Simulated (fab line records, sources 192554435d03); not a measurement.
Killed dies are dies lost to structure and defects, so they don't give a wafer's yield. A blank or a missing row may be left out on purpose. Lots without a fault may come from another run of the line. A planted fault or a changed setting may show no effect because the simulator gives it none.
A struck lot beside a sound one | flow n5_finfet | 15 steps out of a route of 1938
Sound: wafers L691.1, L691.3, L691.4. Struck: wafers L699.1, L699.4, L699.5. The cause comes at the end.
At each step with rows: each side's tool, then ch and its chambers, then its first start. Under that, the readings that differ: sound wafers | struck wafers | difference of the means | sigmas: that difference in standard deviations of wafers without a fault.
alike: readings whose means differ by less than 2 such deviations, and words and numbers that are the same on both sides. not compared: withheld readings, readings that some wafer has no value for, bounds like >300 that may hide the same value, and numbers for which the record gives no deviation and whose values overlap.
The two part at a step that has a row with sigmas, a row that says differs or no value, or rows on one side only. Numbers that don't overlap but have no deviation are shown without sigmas and don't part them. A reading that every wafer of one side lacks parts them only if that side has two wafers or more.

first, 6 steps without rows for these wafers: N5_BEOL_M1_COAT_22 (resist thk 30 nm); N5_BEOL_M1_EBR_24; N5_BEOL_M1_SOFTBAKE_23 (time 60 s); N5_BEOL_M1_EXPOSE_25 (exposes mask V0, defocus 5 nm, target cd 24 nm); N5_BEOL_M1_PEB_26 (peb time 60 s); N5_BEOL_M1_DEVELOP_27 (develop time 30 s).
N5_BEOL_M1_CD_MEAS_28: target cd y 23.3 nm.
  sound on cd_sem-02 ch 0, day 8 07:17; struck on cd_sem-03 ch 0, day 10 00:36
  alike: cd_nm
N5_BEOL_M1_OVL_MEAS_29:
  sound on overlay-02 ch 0, day 8 07:19; struck on overlay-01 ch 0, day 10 00:38
  alike: V0_OVL
N5_BEOL_M1_INSPECT_30: inspects for defects (brightfield).
  sound on defect_inspect-01, day 8 07:23; struck on defect_inspect-01, day 10 00:41
  alike: raw_defect_count
N5_BEOL_M1_DESCUM_33: chemistry O2, time 7 s.
  sound on rie_diel-06 ch 0,3, day 8 07:25; struck on rie_diel-04 ch 1,3, day 10 00:46
  reading                     | sound       | struck      | difference | sigmas
  drypump_motor_current_A (A) | 4.8 4.8 4.8 | 5.9 5.3 5.8 | +0.9       | +2
  alike: oes_product_au, rf_vpp_V, showerhead_plenum_p_Torr, throttle_valve_pct
  not compared: rf_hours_counter_h
N5_BEOL_M1_ETCH_77: etches underlayer in N2/H2, target depth 6.5 nm, time 5.2 s.
  sound on rie_diel-06 ch 0,3, day 8 07:27; struck on rie_diel-04 ch 1,3, day 10 00:48
  reading                     | sound       | struck      | difference | sigmas
  drypump_motor_current_A (A) | 4.8 4.8 4.8 | 5.9 5.3 5.9 | +0.9       | +2
  alike: etch_rf_on_time_s, oes_product_au, rf_vpp_V, showerhead_plenum_p_Torr, throttle_valve_pct
  not compared: rf_hours_counter_h
N5_BEOL_M1_ETCH_69: etches SiARC in CF4, target depth 15.6 nm, time 26 s.
  sound on rie_diel-06 ch 0,3, day 8 07:28; struck on rie_diel-04 ch 1,3, day 10 00:49
  reading                     | sound       | struck      | difference | sigmas
  drypump_motor_current_A (A) | 4.8 4.8 4.8 | 5.9 5.3 5.8 | +0.9       | +2
  alike: etch_rf_on_time_s, oes_product_au, rf_vpp_V, showerhead_plenum_p_Torr, throttle_valve_pct
  not compared: rf_hours_counter_h
N5_BEOL_M1_ALD_98: deposits SiO2, target thk 2.5 nm, pulse time 1 s, co reactant pulse time 1 s.
  sound on ald_sin-01 ch 1,2,3, day 8 07:33; struck on ald_sin-01 ch 1,3, day 10 00:54
  reading              | sound                | struck            | difference | sigmas
  susceptor_temp_C (C) | 100.09 100.10 100.15 | 92.69 92.90 92.71 | -7.35      | -52
  alike: heater_power_w, precursor_pulse_height_rel
N5_BEOL_M1_ETCHBACK_99: etches SiO2 in CHF3, target depth 5 nm, time 10.4 s.
  sound on rie_diel-04 ch 0,2,3, day 8 07:59; struck on rie_diel-04 ch 0,3, day 10 11:25
  alike: drypump_motor_current_A, oes_product_au, rf_vpp_V, showerhead_plenum_p_Torr, throttle_valve_pct
  not compared: rf_hours_counter_h
N5_BEOL_M4_RC_MEAS_101:
  sound on prober-01 ch 0, day 10 20:34; struck on prober-01 ch 0, day 12 11:23
  reading       | sound          | struck         | difference | sigmas
  SS_N (mV/dec) | 71.1 70.9 70.6 | 72.4 72.7 72.6 | +1.7       | +3
  SS_P (mV/dec) | 73.2 72.6 72.2 | 74.4 73.4 75.1 | +1.6       | +3
  alike: DIBL_N, DIBL_P, IOFF_N, IOFF_P, ION_N, ION_P, VT_N, VT_P

WHERE THEY PART
First at N5_BEOL_M1_DESCUM_33; last, within this record, at N5_BEOL_M4_RC_MEAS_101.

WHY: what the simulator had put in
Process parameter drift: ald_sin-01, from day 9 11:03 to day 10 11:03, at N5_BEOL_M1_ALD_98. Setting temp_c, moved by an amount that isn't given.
